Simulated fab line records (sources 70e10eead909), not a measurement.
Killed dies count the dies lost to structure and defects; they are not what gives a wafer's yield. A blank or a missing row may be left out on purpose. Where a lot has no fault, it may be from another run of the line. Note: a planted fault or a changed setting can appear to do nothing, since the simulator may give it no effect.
What tool caused it? || flow nandHarc || 12 lots with 36 wafers sampled at 5 steps, on a route of 1302 steps

WHAT THE GAUGES READ, wafer by wafer
NHARC_THIN_TSV_INSPECT_40.
{"lot": "L414", "measured": "day 23 21:56", "on": "defectInspect-01", "rawDefectCount": "567 567 582"}
{"lot": "L415", "measured": "day 24 23:50", "on": "defectInspect-02", "rawDefectCount": "499 490 460"}
{"lot": "L423", "measured": "day 27 11:13", "on": "defectInspect-02", "rawDefectCount": 559}
{"lot": "L424", "measured": "day 28 03:30", "on": "defectInspect-02", "rawDefectCount": "705 455"}
{"lot": "L426", "measured": "day 29 11:52", "on": "defectInspect-01", "rawDefectCount": "438 426 395"}
{"lot": "L428", "measured": "day 30 11:53", "on": "defectInspect-01", "rawDefectCount": "626 489 580"}
{"lot": "L430", "measured": "day 30 23:07", "on": "defectInspect-01", "rawDefectCount": "447 602 461"}
{"lot": "L431", "measured": "day 30 23:07", "on": "defectInspect-02", "rawDefectCount": "542 518 616"}
{"lot": "L432", "measured": "day 32 17:50", "on": "defectInspect-01", "rawDefectCount": "400 424 408"}
{"lot": "L434", "measured": "day 32 23:57", "on": "defectInspect-02", "rawDefectCount": "530 646 584"}
{"lot": "L433", "measured": "day 32 23:57", "on": "defectInspect-01", "rawDefectCount": "560 431 489"}
{"lot": "L436", "measured": "day 34 03:58", "on": "defectInspect-01", "rawDefectCount": "525 621 556"}

NHARC_END_SORT_01.
{"lot": "L423", "measured": "day 27 15:53", "on": "prober-02", "defectLimitedYield (%)": "0.1 0.9 95.4", "killedAtArray": "61 55 26", "killedAtOther": "2 1 2", "killedAtPeriphery": "613 615 3", "killedDies": "676 671 31", "killedOpen": "4 0 2", "killedShort": "3 0 2"}
{"lot": "L424", "measured": "day 28 08:09", "on": "prober-01", "defectLimitedYield (%)": "0.3 90.1 91.3", "killedAtArray": "36 58 52", "killedAtOther": "4 7 3", "killedAtPeriphery": "635 2 4", "killedDies": "675 67 59", "killedOpen": "3 2 3", "killedShort": "2 3 1"}
{"lot": "L428", "measured": "day 30 14:57", "on": "prober-02", "defectLimitedYield (%)": "91.1 92.0 90.3", "killedAtArray": "58 52 62", "killedAtOther": "0 1 0", "killedAtPeriphery": "2 1 4", "killedDies": "60 54 66", "killedOpen": "3 3 3", "killedShort": "1 1 3"}
{"lot": "L430", "measured": "day 31 03:02", "on": "prober-01", "defectLimitedYield (%)": "93.8 91.9 94.2", "killedAtArray": "32 48 33", "killedAtOther": "0 1 1", "killedAtPeriphery": "10 6 5", "killedDies": "42 55 39", "killedOpen": "3 2 2", "killedShort": "2 6 6"}
{"lot": "L431", "measured": "day 31 02:09", "on": "prober-02", "defectLimitedYield (%)": "88.8 90.3 88.9", "killedAtArray": "68 64 72", "killedAtOther": "0 0 2", "killedAtPeriphery": "8 2 1", "killedDies": "76 66 75", "killedOpen": "0 1 3", "killedShort": "5 0 2"}
{"lot": "L432", "measured": "day 32 20:53", "on": "prober-01", "defectLimitedYield (%)": "94.2 95.7 94.7", "killedAtArray": "34 25 32", "killedAtOther": "2 1 1", "killedAtPeriphery": "3 3 3", "killedDies": "39 29 36", "killedOpen": "6 3 4", "killedShort": "5 2 6"}
{"lot": "L434", "measured": "day 33 05:17", "on": "prober-02", "defectLimitedYield (%)": "86.7 90.4 86.4", "killedAtArray": "85 61 88", "killedAtOther": "0 0 0", "killedAtPeriphery": "5 4 4", "killedDies": "90 65 92", "killedOpen": "4 6 4", "killedShort": "1 0 3"}
{"lot": "L433", "measured": "day 33 05:29", "on": "prober-01", "defectLimitedYield (%)": "90.7 90.1 90.3", "killedAtArray": "57 57 63", "killedAtOther": "2 2 1", "killedAtPeriphery": "4 8 2", "killedDies": "63 67 66", "killedOpen": "2 3 3", "killedShort": "2 2 0"}

TOOL THAT RAN EACH LOT (tool first, then ch and the chambers of the sampled wafers, then the start)
{"lot": "L414", "NHARC_P_BONDPAD_PVD_27": "pvdSputter-01, day 6 16:44", "NHARC_A_BONDPAD_DESCUM_11": "rieDiel-04 ch 0,1,3, day 22 17:02", "NHARC_A_BONDPAD_STRIP_15": "rieDiel-04 ch 0,1,2, day 22 17:25"}
{"lot": "L415", "NHARC_P_BONDPAD_PVD_27": "pvdSputter-03, day 7 10:10", "NHARC_A_BONDPAD_DESCUM_11": "rieDiel-09 ch 0,2,3, day 23 21:08", "NHARC_A_BONDPAD_STRIP_15": "rieDiel-09 ch 2,3, day 23 21:31"}
{"lot": "L423", "NHARC_P_BONDPAD_PVD_27": "pvdSputter-03, day 10 11:52", "NHARC_A_BONDPAD_DESCUM_11": "rieDiel-04 ch 3, day 26 05:47", "NHARC_A_BONDPAD_STRIP_15": "rieDiel-04 ch 3, day 26 06:13"}
{"lot": "L424", "NHARC_P_BONDPAD_PVD_27": "pvdSputter-03, day 10 16:35", "NHARC_A_BONDPAD_DESCUM_11": "rieDiel-09 ch 1,2, day 27 00:44", "NHARC_A_BONDPAD_STRIP_15": "rieDiel-04 ch 1,3, day 27 01:09"}
{"lot": "L426", "NHARC_P_BONDPAD_PVD_27": "pvdSputter-02, day 11 13:55", "NHARC_A_BONDPAD_DESCUM_11": "rieDiel-04 ch 0,2,3, day 28 08:26", "NHARC_A_BONDPAD_STRIP_15": "rieDiel-04 ch 0,1,3, day 28 08:52"}
{"lot": "L428", "NHARC_P_BONDPAD_PVD_27": "pvdSputter-02, day 12 22:01", "NHARC_A_BONDPAD_DESCUM_11": "rieDiel-04 ch 0,2,3, day 29 10:25", "NHARC_A_BONDPAD_STRIP_15": "rieDiel-04 ch 0,2,3, day 29 10:52"}
{"lot": "L430", "NHARC_P_BONDPAD_PVD_27": "pvdSputter-03, day 13 18:25", "NHARC_A_BONDPAD_DESCUM_11": "rieDiel-04 ch 0,2,3, day 29 16:29", "NHARC_A_BONDPAD_STRIP_15": "rieDiel-02 ch 0,2,3, day 29 16:57"}
{"lot": "L431", "NHARC_P_BONDPAD_PVD_27": "pvdSputter-02, day 13 22:05", "NHARC_A_BONDPAD_DESCUM_11": "rieDiel-04 ch 1,2,3, day 29 20:44", "NHARC_A_BONDPAD_STRIP_15": "rieDiel-04 ch 0,1,2, day 29 21:07"}
{"lot": "L432", "NHARC_P_BONDPAD_PVD_27": "pvdSputter-03, day 14 07:40", "NHARC_A_BONDPAD_DESCUM_11": "rieDiel-02 ch 0,1,3, day 31 09:02", "NHARC_A_BONDPAD_STRIP_15": "rieDiel-04 ch 0,2,3, day 31 09:29"}
{"lot": "L434", "NHARC_P_BONDPAD_PVD_27": "pvdSputter-02, day 15 00:22", "NHARC_A_BONDPAD_DESCUM_11": "rieDiel-02 ch 0,3, day 31 18:44", "NHARC_A_BONDPAD_STRIP_15": "rieDiel-04 ch 1,2, day 31 19:07"}
{"lot": "L433", "NHARC_P_BONDPAD_PVD_27": "pvdSputter-03, day 15 01:15", "NHARC_A_BONDPAD_DESCUM_11": "rieDiel-04 ch 0,2, day 31 18:12", "NHARC_A_BONDPAD_STRIP_15": "rieDiel-04 ch 1,3, day 31 18:35"}
{"lot": "L436", "NHARC_P_BONDPAD_PVD_27": "pvdSputter-02, day 16 03:04", "NHARC_A_BONDPAD_DESCUM_11": "rieDiel-09 ch 0,1,2, day 32 22:28", "NHARC_A_BONDPAD_STRIP_15": "rieDiel-09 ch 2,3, day 32 22:53"}
- NHARC_P_BONDPAD_PVD_27: deposits Cu, target thk 30 nm, time 20.49 s.
- NHARC_A_BONDPAD_DESCUM_11: chemistry O2, time 3 s.
- NHARC_A_BONDPAD_STRIP_15: strips in O2.

AS READ BY THE TOOLS THEMSELVES (means over the sampled wafers that have a number; for cases with no such wafer, the mark the record gives instead)
NHARC_P_BONDPAD_PVD_27.
{"lot": "L414", "tool": "pvdSputter-01", "throttleValvePct (%)": 29.9}
{"lot": "L415", "tool": "pvdSputter-03", "throttleValvePct (%)": 29.4}
{"lot": "L423", "tool": "pvdSputter-03", "throttleValvePct (%)": 28.9}
{"lot": "L424", "tool": "pvdSputter-03", "throttleValvePct (%)": 29.3}
{"lot": "L426", "tool": "pvdSputter-02", "throttleValvePct (%)": 29.2}
{"lot": "L428", "tool": "pvdSputter-02", "throttleValvePct (%)": 30.2}
{"lot": "L430", "tool": "pvdSputter-03", "throttleValvePct (%)": 28.7}
{"lot": "L431", "tool": "pvdSputter-02", "throttleValvePct (%)": 29.8}
{"lot": "L432", "tool": "pvdSputter-03", "throttleValvePct (%)": 29.2}
{"lot": "L434", "tool": "pvdSputter-02", "throttleValvePct (%)": 29.9}
{"lot": "L433", "tool": "pvdSputter-03", "throttleValvePct (%)": 29.2}
{"lot": "L436", "tool": "pvdSputter-02", "throttleValvePct (%)": 31.4}

NHARC_A_BONDPAD_DESCUM_11.
{"lot": "L414", "tool": "rieDiel-04", "chamberPressureMTorr (mTorr)": 59.99, "drypumpMotorCurrentA (A)": 5.6, "o2FlowSccm (sccm)": 200.1, "oesProductAu (a.u.)": 0.993, "rfVppV (V)": 57.8, "showerheadPlenumPTorr (Torr)": 2.02, "throttleValvePct (%)": 11.302}
{"lot": "L415", "tool": "rieDiel-09", "chamberPressureMTorr (mTorr)": 59.99, "drypumpMotorCurrentA (A)": 5.5, "o2FlowSccm (sccm)": 200.1, "oesProductAu (a.u.)": 0.991, "rfVppV (V)": 58.0, "showerheadPlenumPTorr (Torr)": 1.86, "throttleValvePct (%)": 11.317}
{"lot": "L423", "tool": "rieDiel-04", "chamberPressureMTorr (mTorr)": 60.03, "drypumpMotorCurrentA (A)": 5.4, "o2FlowSccm (sccm)": 200.1, "oesProductAu (a.u.)": 1.004, "rfVppV (V)": 58.2, "showerheadPlenumPTorr (Torr)": 2.05, "throttleValvePct (%)": 11.307}
{"lot": "L424", "tool": "rieDiel-09", "chamberPressureMTorr (mTorr)": 60.08, "drypumpMotorCurrentA (A)": 5.2, "o2FlowSccm (sccm)": 200.0, "oesProductAu (a.u.)": 1.006, "rfVppV (V)": 57.8, "showerheadPlenumPTorr (Torr)": 1.85, "throttleValvePct (%)": 11.305}
{"lot": "L426", "tool": "rieDiel-04", "chamberPressureMTorr (mTorr)": 59.98, "drypumpMotorCurrentA (A)": 5.8, "o2FlowSccm (sccm)": 200.2, "oesProductAu (a.u.)": 0.988, "rfVppV (V)": 58.1, "showerheadPlenumPTorr (Torr)": 2.04, "throttleValvePct (%)": 11.320}
{"lot": "L428", "tool": "rieDiel-04", "chamberPressureMTorr (mTorr)": 60.05, "drypumpMotorCurrentA (A)": 5.8, "o2FlowSccm (sccm)": 200.0, "oesProductAu (a.u.)": 0.996, "rfVppV (V)": 58.2, "showerheadPlenumPTorr (Torr)": 2.04, "throttleValvePct (%)": 11.314}
{"lot": "L430", "tool": "rieDiel-04", "chamberPressureMTorr (mTorr)": 60.04, "drypumpMotorCurrentA (A)": 5.8, "o2FlowSccm (sccm)": 200.2, "oesProductAu (a.u.)": 0.997, "rfVppV (V)": 58.6, "showerheadPlenumPTorr (Torr)": 2.04, "throttleValvePct (%)": 11.312}
{"lot": "L431", "tool": "rieDiel-04", "chamberPressureMTorr (mTorr)": 60.03, "drypumpMotorCurrentA (A)": 5.5, "o2FlowSccm (sccm)": 199.6, "oesProductAu (a.u.)": 1.005, "rfVppV (V)": 59.0, "showerheadPlenumPTorr (Torr)": 2.00, "throttleValvePct (%)": 11.310}
{"lot": "L432", "tool": "rieDiel-02", "chamberPressureMTorr (mTorr)": 60.02, "drypumpMotorCurrentA (A)": 5.5, "o2FlowSccm (sccm)": 200.2, "oesProductAu (a.u.)": 1.000, "rfVppV (V)": 57.6, "showerheadPlenumPTorr (Torr)": 1.89, "throttleValvePct (%)": 11.328}
{"lot": "L434", "tool": "rieDiel-02", "chamberPressureMTorr (mTorr)": 60.03, "drypumpMotorCurrentA (A)": 5.2, "o2FlowSccm (sccm)": 199.8, "oesProductAu (a.u.)": 1.006, "rfVppV (V)": 57.7, "showerheadPlenumPTorr (Torr)": 1.86, "throttleValvePct (%)": 11.317}
{"lot": "L433", "tool": "rieDiel-04", "chamberPressureMTorr (mTorr)": 59.97, "drypumpMotorCurrentA (A)": 6.1, "o2FlowSccm (sccm)": 200.2, "oesProductAu (a.u.)": 1.000, "rfVppV (V)": 59.1, "showerheadPlenumPTorr (Torr)": 2.04, "throttleValvePct (%)": 11.318}
{"lot": "L436", "tool": "rieDiel-09", "chamberPressureMTorr (mTorr)": 60.02, "drypumpMotorCurrentA (A)": 5.3, "o2FlowSccm (sccm)": 200.2, "oesProductAu (a.u.)": 1.010, "rfVppV (V)": 57.0, "showerheadPlenumPTorr (Torr)": 1.82, "throttleValvePct (%)": 11.310}

NHARC_A_BONDPAD_STRIP_15.
{"lot": "L414", "tool": "rieDiel-04", "chamberPressureMTorr (mTorr)": 60.01, "drypumpMotorCurrentA (A)": 5.8, "o2FlowSccm (sccm)": 500.6, "oesProductAu (a.u.)": 0.994, "rfVppV (V)": 58.3, "showerheadPlenumPTorr (Torr)": 3.68, "throttleValvePct (%)": 17.040}
{"lot": "L415", "tool": "rieDiel-09", "chamberPressureMTorr (mTorr)": 60.07, "drypumpMotorCurrentA (A)": 5.7, "o2FlowSccm (sccm)": 498.2, "oesProductAu (a.u.)": 0.991, "rfVppV (V)": 58.4, "showerheadPlenumPTorr (Torr)": 3.58, "throttleValvePct (%)": 17.029}
{"lot": "L423", "tool": "rieDiel-04", "chamberPressureMTorr (mTorr)": 60.03, "drypumpMotorCurrentA (A)": 5.4, "o2FlowSccm (sccm)": 498.7, "oesProductAu (a.u.)": 1.002, "rfVppV (V)": 58.3, "showerheadPlenumPTorr (Torr)": 3.76, "throttleValvePct (%)": 17.034}
{"lot": "L424", "tool": "rieDiel-04", "chamberPressureMTorr (mTorr)": 60.00, "drypumpMotorCurrentA (A)": 5.3, "o2FlowSccm (sccm)": 499.9, "oesProductAu (a.u.)": 0.995, "rfVppV (V)": 58.0, "showerheadPlenumPTorr (Torr)": 3.67, "throttleValvePct (%)": 17.032}
{"lot": "L426", "tool": "rieDiel-04", "chamberPressureMTorr (mTorr)": 60.00, "drypumpMotorCurrentA (A)": 5.6, "o2FlowSccm (sccm)": 501.0, "oesProductAu (a.u.)": 0.991, "rfVppV (V)": 58.3, "showerheadPlenumPTorr (Torr)": 3.71, "throttleValvePct (%)": 17.047}
{"lot": "L428", "tool": "rieDiel-04", "chamberPressureMTorr (mTorr)": 60.04, "drypumpMotorCurrentA (A)": 5.8, "o2FlowSccm (sccm)": 500.4, "oesProductAu (a.u.)": 0.992, "rfVppV (V)": 58.3, "showerheadPlenumPTorr (Torr)": 3.74, "throttleValvePct (%)": 17.041}
{"lot": "L430", "tool": "rieDiel-02", "chamberPressureMTorr (mTorr)": 59.96, "drypumpMotorCurrentA (A)": 5.6, "o2FlowSccm (sccm)": 499.6, "oesProductAu (a.u.)": 1.016, "rfVppV (V)": 57.5, "showerheadPlenumPTorr (Torr)": 3.45, "throttleValvePct (%)": 17.036}
{"lot": "L431", "tool": "rieDiel-04", "chamberPressureMTorr (mTorr)": 60.03, "drypumpMotorCurrentA (A)": 5.8, "o2FlowSccm (sccm)": 500.4, "oesProductAu (a.u.)": 0.997, "rfVppV (V)": 58.2, "showerheadPlenumPTorr (Torr)": 3.68, "throttleValvePct (%)": 17.037}
{"lot": "L432", "tool": "rieDiel-04", "chamberPressureMTorr (mTorr)": 60.03, "drypumpMotorCurrentA (A)": 5.8, "o2FlowSccm (sccm)": 500.6, "oesProductAu (a.u.)": 1.002, "rfVppV (V)": 58.3, "showerheadPlenumPTorr (Torr)": 3.74, "throttleValvePct (%)": 17.039}
{"lot": "L434", "tool": "rieDiel-04", "chamberPressureMTorr (mTorr)": 60.00, "drypumpMotorCurrentA (A)": 5.5, "o2FlowSccm (sccm)": 499.6, "oesProductAu (a.u.)": 0.993, "rfVppV (V)": 58.4, "showerheadPlenumPTorr (Torr)": 3.62, "throttleValvePct (%)": 17.027}
{"lot": "L433", "tool": "rieDiel-04", "chamberPressureMTorr (mTorr)": 59.95, "drypumpMotorCurrentA (A)": 5.3, "o2FlowSccm (sccm)": 498.9, "oesProductAu (a.u.)": 0.993, "rfVppV (V)": 58.0, "showerheadPlenumPTorr (Torr)": 3.65, "throttleValvePct (%)": 17.032}
{"lot": "L436", "tool": "rieDiel-09", "chamberPressureMTorr (mTorr)": 59.99, "drypumpMotorCurrentA (A)": 5.4, "o2FlowSccm (sccm)": 499.6, "oesProductAu (a.u.)": 0.996, "rfVppV (V)": 57.8, "showerheadPlenumPTorr (Torr)": 3.41, "throttleValvePct (%)": 17.043}

THE ANSWER, worked out from the rows above alone
Rule: the usual values come from the lots themselves. The widest of any qualifying gaps counts: lots, ordered by their means at a reading, are off when they make up no more than a third of the lots, leave a main group of 4 or more, and stand apart from it by 3 or more times the standard deviation of that group's means. Not used: any main group whose means are identical at the precision the tables above print for the reading. A lot without any number at a reading at which 4 lots or more have one is off too. All remaining lots with rows at the step are treated as sound. The gauges are gone through in route order, then the tools' own readings, and for those a lot's mean is taken as printed above. At the first step where some lot is off, the reading lying furthest off is the one used; lots without a number count as furthest.
Off: L423, L424, at NHARC_END_SORT_01 (killedAtPeriphery). For the main group the mean is 4.2 and the standard deviation 1.5. Neither off nor sound, because the step has no rows for them: L414, L415, L426, L436.
If a tool, at a process step before that reading, ran all the lots that are off and no sound lot after the first of them, it fits. Those tools and the gauges at NHARC_END_SORT_01 are tried in the same way. Of those tried, none fits.

WHAT THE SIMULATOR PUT IN
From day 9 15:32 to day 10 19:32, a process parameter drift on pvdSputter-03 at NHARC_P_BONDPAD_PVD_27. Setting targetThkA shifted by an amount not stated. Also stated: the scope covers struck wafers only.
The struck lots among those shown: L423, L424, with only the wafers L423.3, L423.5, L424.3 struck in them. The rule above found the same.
